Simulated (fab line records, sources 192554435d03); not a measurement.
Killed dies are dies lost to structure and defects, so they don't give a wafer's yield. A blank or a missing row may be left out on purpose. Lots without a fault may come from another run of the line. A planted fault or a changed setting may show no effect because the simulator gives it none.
Split-lot experiment | flow n5_finfet | 7 lots, 39 wafers read, on a route of 1938 steps

THE SPLIT
At N5_BEOL_M0_SAQP_PECVD_04 (deposits a-Si from SiH4/He, target thk 60 nm, time 60.2 s), the setting time_s was moved away from the recipe's 60.2 s on 15 of the 39 wafers read, by -19.3% to +40.0%. The other wafers ran this setting at the recipe's value.

FROM THE SPLIT TO THE READING: what the file shows between them, 5 steps
- N5_BEOL_M0_SAQP_THK_MEAS_05
- N5_BEOL_M0_SAQP_HM_DEP_111: deposits SiO2 from SiH4/N2O, target thk 12 nm, time 7.2 s
- N5_BEOL_M0_SAQP_COAT_81: time 60 s, resist thk 100 nm
- N5_BEOL_M0_SAQP_HM_OPEN_112: chemistry CHF3/O2, target SiO2, stops on a-Si, target depth 12 nm, time 13.5 s
- N5_BEOL_M0_SAQP_STRIP_113: strips in CHF3/O2

THE READING
oes_product_au, in a.u., at N5_BEOL_M0_SAQP_MANDREL_ETCH_20 (etches a-Si in HBr/Cl2, stops on SiNx, target depth 60 nm, bt time 10 s, time 30 s). Fault-free wafers of this fab line usually give 0.779 a.u., standard deviation 0.013 a.u..

wafer  | tool, chamber at the split | time_s as run, s | against the recipe | oes_product_au, a.u. | against lot-mates on the recipe
L077.1 | pecvd-01, 1                | 82.59            | +37.2%             | 0.957                | +0.169
L077.2 | pecvd-01, 2                | 60.2             | recipe             | 0.775                | -
L077.3 | pecvd-01, 0                | 82.59            | +37.2%             | 0.925                | +0.137
L077.4 | pecvd-01, 1                | 82.59            | +37.2%             | 0.974                | +0.186
L077.5 | pecvd-01, 2                | 60.2             | recipe             | 0.803                | -
L077.6 | pecvd-01, 0                | 60.2             | recipe             | 0.787                | -
L078.1 | pecvd-04, 1                | 60.2             | recipe             | 0.780                | -
L078.2 | pecvd-04, 1                | 76.83            | +27.6%             | 0.900                | +0.114
L078.3 | pecvd-04, 1                | 60.2             | recipe             | 0.785                | -
L078.4 | pecvd-04, 1                | 76.83            | +27.6%             | 0.906                | +0.120
L078.5 | pecvd-04, 1                | 60.2             | recipe             | 0.792                | -
L078.6 | pecvd-04, 1                | 76.83            | +27.6%             | 0.895                | +0.109
L083.1 | pecvd-04, 2                | 70.15            | +16.5%             | 0.866                | +0.076
L083.2 | pecvd-04, 0                | 60.2             | recipe             | 0.778                | -
L083.3 | pecvd-04, 1                | 70.15            | +16.5%             | 0.860                | +0.070
L083.4 | pecvd-04, 0                | 70.15            | +16.5%             | 0.842                | +0.052
L083.5 | pecvd-04, 2                | 60.2             | recipe             | 0.799                | -
L083.6 | pecvd-04, 1                | 60.2             | recipe             | 0.793                | -
L084.1 | pecvd-01, 2                | 84.29            | +40.0%             | 0.927                | +0.131
L084.2 | pecvd-01, 1                | 60.2             | recipe             | 0.779                | -
L084.3 | pecvd-01, 0                | 60.2             | recipe             | 0.802                | -
L084.4 | pecvd-01, 1                | 84.29            | +40.0%             | 0.974                | +0.178
L084.5 | pecvd-01, 0                | 60.2             | recipe             | 0.806                | -
L084.6 | pecvd-01, 2                | 84.29            | +40.0%             | 0.974                | +0.178
L085.1 | pecvd-04, 2,0              | 60.2             | recipe             | 0.757                | -
L085.2 | pecvd-04, 1                | 60.2             | recipe             | 0.756                | -
L085.3 | pecvd-04, 2,0              | 60.2             | recipe             | 0.783                | -
L085.4 | pecvd-04, 2                | 60.2             | recipe             | 0.787                | -
L085.5 | pecvd-04, 0                | 60.2             | recipe             | 0.799                | -
L085.6 | pecvd-04, 1                | 60.2             | recipe             | 0.774                | -
L089.2 | pecvd-04, 0                | 60.2             | recipe             | 0.803                | -
L089.3 | pecvd-04, 1                | 60.2             | recipe             | 0.760                | -
L089.4 | pecvd-04, 2                | 60.2             | recipe             | 0.772                | -
L090.1 | pecvd-03, 2                | 60.2             | recipe             | 0.762                | -
L090.2 | pecvd-03, 0                | 48.59            | -19.3%             | 0.682                | -0.084
L090.3 | pecvd-03, 1                | 48.59            | -19.3%             | 0.674                | -0.092
L090.4 | pecvd-03, 0                | 48.59            | -19.3%             | 0.679                | -0.087
L090.5 | pecvd-03, 2                | 60.2             | recipe             | 0.760                | -
L090.6 | pecvd-03, 1                | 60.2             | recipe             | 0.776                | -
Where a row lists several chambers, the file gives one row for several wafers and doesn't say which wafer went through which chamber.

THE FIT
A straight line over all 39 wafers: oes_product_au changes by +0.00458 a.u. for each +1% of time_s; r = +0.98; the points scatter about the line by 0.016 a.u..
The same after taking each lot's own level away (the mean of its wafers on the recipe; 39 wafers): +0.00425 a.u. for each +1%; r = +0.98; scatter 0.014 a.u..
On that fit, the largest move of time_s shifts the reading by 0.17 a.u..
The lots' own levels span 0.7660 to 0.7957 a.u., that is 2.3 times the standard deviation above.
So the lot-to-lot level changes the slope little: the two slopes agree.
Check: with one of the wafers moved furthest among these (+40.0%) left out of the fit, the line predicts +0.174 a.u. for it against its lot-mates. It came out at +0.131 a.u. against them.

OTHER SPLITS ON THESE WAFERS
These wafers also went through other splits before the reading. Each is held against what the fit with the lots' levels taken away leaves over:
other split on the same wafers         | wafers away from the commonest value | r with oes_product_au (lot level and that fit taken away)
N5_FIN_SAQP_DEVELOP_15 develop_time_s  | 15                                   | -0.18
N5_SD_EPI_N_DEVELOP_08 develop_time_s  | 15                                   | -0.04
N5_MOL_CONTACT_COAG_ALD_131 ald_cycles | 18                                   | -0.11

THE WHOLE CHAIN: every reading that the file lists as answering this split, in the file's order
step                            | what it does                                                                       | reading                                                                               | change (the file's fit)                   | r (the file's)
N5_BEOL_M0_SAQP_PECVD_04        | deposits a-Si from SiH4/He, target thk 60 nm, time 60.2 s                          | a-Si_of_BEOL_M0_SAQP_PECVD_04.thk_nm (the simulator's own value, which no gauge read) | +0.602 nm for each +1% of the setting     | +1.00
N5_BEOL_M0_SAQP_THK_MEAS_05     |                                                                                    | thk_nm                                                                                | withheld for each +1% of the setting      | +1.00
N5_BEOL_M0_SAQP_MANDREL_ETCH_20 | etches a-Si in HBr/Cl2, stops on SiNx, target depth 60 nm, bt time 10 s, time 30 s | oes_product_au                                                                        | +0.00423 a.u. for each +1% of the setting | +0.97
N5_BEOL_M0_SAQP_MANDREL_ETCH_20 | etches a-Si in HBr/Cl2, stops on SiNx, target depth 60 nm, bt time 10 s, time 30 s | etch.depth_nm (the simulator's own value, which no gauge read)                        | +0.601 nm for each +1% of the setting     | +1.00

THE FILE'S OWN FIT
oes_product_au changes by +0.00423 a.u. for each +1% of time_s, r = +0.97.
